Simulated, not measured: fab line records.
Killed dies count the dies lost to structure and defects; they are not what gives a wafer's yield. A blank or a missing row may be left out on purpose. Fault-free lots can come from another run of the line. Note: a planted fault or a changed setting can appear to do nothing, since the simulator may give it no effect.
Lot-split experiment / flow n5_finfet / on a route of 1938 steps: 7 lots, 21 wafers read

== THE SPLIT ITSELF ==
At N5_BEOL_M8_ETCH_65 (etches SiARC in CF4, target depth 15.6 nm, time 26 s), the setting source_w was moved away from the recipe's 545 W on 8 of the 21 wafers read, by -14.2% to +16.7%. All remaining wafers had this setting at the recipe value.

The split's own step is where the reading is taken.

== THE READING ==
rf_vpp_V, in V, at N5_BEOL_M8_ETCH_65 (etches SiARC in CF4, target depth 15.6 nm, time 26 s). Fault-free wafers of this fab line usually give 184.6 V, standard deviation 1.1 V.

wafer=L077.2; tool, chamber at the split=rie_diel-05, 0; source_w as run, W=635.9; against the recipe=+16.7%; rf_vpp_V, V=174.7; against lot-mates on the recipe=-9.6
wafer=L077.4; tool, chamber at the split=rie_diel-05, 2; source_w as run, W=545; against the recipe=recipe; rf_vpp_V, V=184.1; against lot-mates on the recipe=-
wafer=L077.6; tool, chamber at the split=rie_diel-05, 0; source_w as run, W=545; against the recipe=recipe; rf_vpp_V, V=184.5; against lot-mates on the recipe=-
wafer=L079.4; tool, chamber at the split=rie_diel-05, 2; source_w as run, W=590.4; against the recipe=+8.3%; rf_vpp_V, V=180.3; against lot-mates on the recipe=-3.5
wafer=L079.5; tool, chamber at the split=rie_diel-05, 1; source_w as run, W=545; against the recipe=recipe; rf_vpp_V, V=183.1; against lot-mates on the recipe=-
wafer=L079.6; tool, chamber at the split=rie_diel-05, 3; source_w as run, W=545; against the recipe=recipe; rf_vpp_V, V=184.6; against lot-mates on the recipe=-
wafer=L074.3; tool, chamber at the split=rie_diel-01, 0; source_w as run, W=545; against the recipe=recipe; rf_vpp_V, V=183.9; against lot-mates on the recipe=-
wafer=L074.4; tool, chamber at the split=rie_diel-01, 2; source_w as run, W=545; against the recipe=recipe; rf_vpp_V, V=184.5; against lot-mates on the recipe=-
wafer=L074.6; tool, chamber at the split=rie_diel-01, 0; source_w as run, W=545; against the recipe=recipe; rf_vpp_V, V=184.1; against lot-mates on the recipe=-
wafer=L082.1; tool, chamber at the split=rie_diel-05, 0; source_w as run, W=545; against the recipe=recipe; rf_vpp_V, V=182.7; against lot-mates on the recipe=-
wafer=L082.5; tool, chamber at the split=rie_diel-05, 2; source_w as run, W=545; against the recipe=recipe; rf_vpp_V, V=185.3; against lot-mates on the recipe=-
wafer=L082.6; tool, chamber at the split=rie_diel-05, 3; source_w as run, W=491.6; against the recipe=-9.8%; rf_vpp_V, V=190.9; against lot-mates on the recipe=+6.9
wafer=L085.3; tool, chamber at the split=rie_diel-01, 1; source_w as run, W=514.5; against the recipe=-5.6%; rf_vpp_V, V=189.6; against lot-mates on the recipe=+4.7
wafer=L085.4; tool, chamber at the split=rie_diel-01, 2; source_w as run, W=514.5; against the recipe=-5.6%; rf_vpp_V, V=188.1; against lot-mates on the recipe=+3.2
wafer=L085.6; tool, chamber at the split=rie_diel-01, 3; source_w as run, W=545; against the recipe=recipe; rf_vpp_V, V=184.9; against lot-mates on the recipe=-
wafer=L087.4; tool, chamber at the split=rie_diel-03, 0; source_w as run, W=545; against the recipe=recipe; rf_vpp_V, V=184.4; against lot-mates on the recipe=-
wafer=L087.5; tool, chamber at the split=rie_diel-03, 1; source_w as run, W=545; against the recipe=recipe; rf_vpp_V, V=183.7; against lot-mates on the recipe=-
wafer=L087.6; tool, chamber at the split=rie_diel-03, 0; source_w as run, W=467.7; against the recipe=-14.2%; rf_vpp_V, V=193.8; against lot-mates on the recipe=+9.8
wafer=L092.1; tool, chamber at the split=rie_diel-01, 2; source_w as run, W=545; against the recipe=recipe; rf_vpp_V, V=185.8; against lot-mates on the recipe=-
wafer=L092.4; tool, chamber at the split=rie_diel-01, 3; source_w as run, W=600; against the recipe=+10.1%; rf_vpp_V, V=179.5; against lot-mates on the recipe=-6.3
wafer=L092.5; tool, chamber at the split=rie_diel-01, 2; source_w as run, W=600; against the recipe=+10.1%; rf_vpp_V, V=177.7; against lot-mates on the recipe=-8.1

FIT RESULTS
A straight line over all 21 wafers: rf_vpp_V changes by -0.617 V for each +1% of source_w; r = -0.98; the points scatter about the line by 0.89 V.
The same after taking each lot's own level away (the mean of its wafers on the recipe; 21 wafers): -0.644 V for each +1%; r = -0.98; scatter 0.85 V.
On that fit, the largest move of source_w shifts the reading by 11 V.
From 183.85 to 185.80 V: that is the span of the lots' own levels, equal to 1.8 times the standard deviation above.
Hence the lot-to-lot level has little effect on the slope; both slopes agree.
Check: with one of the wafers moved furthest among these (+16.7%) left out of the fit, the line predicts -11.1 V for it against its lot-mates. Against them it came out at -9.6 V.
Tool readings at the split's step, against how far the setting was moved: rf_vpp_V r = -0.98.

== FILE'S OWN FIT ==
rf_vpp_V changes by -0.633 V for each +1% of source_w, r = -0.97.
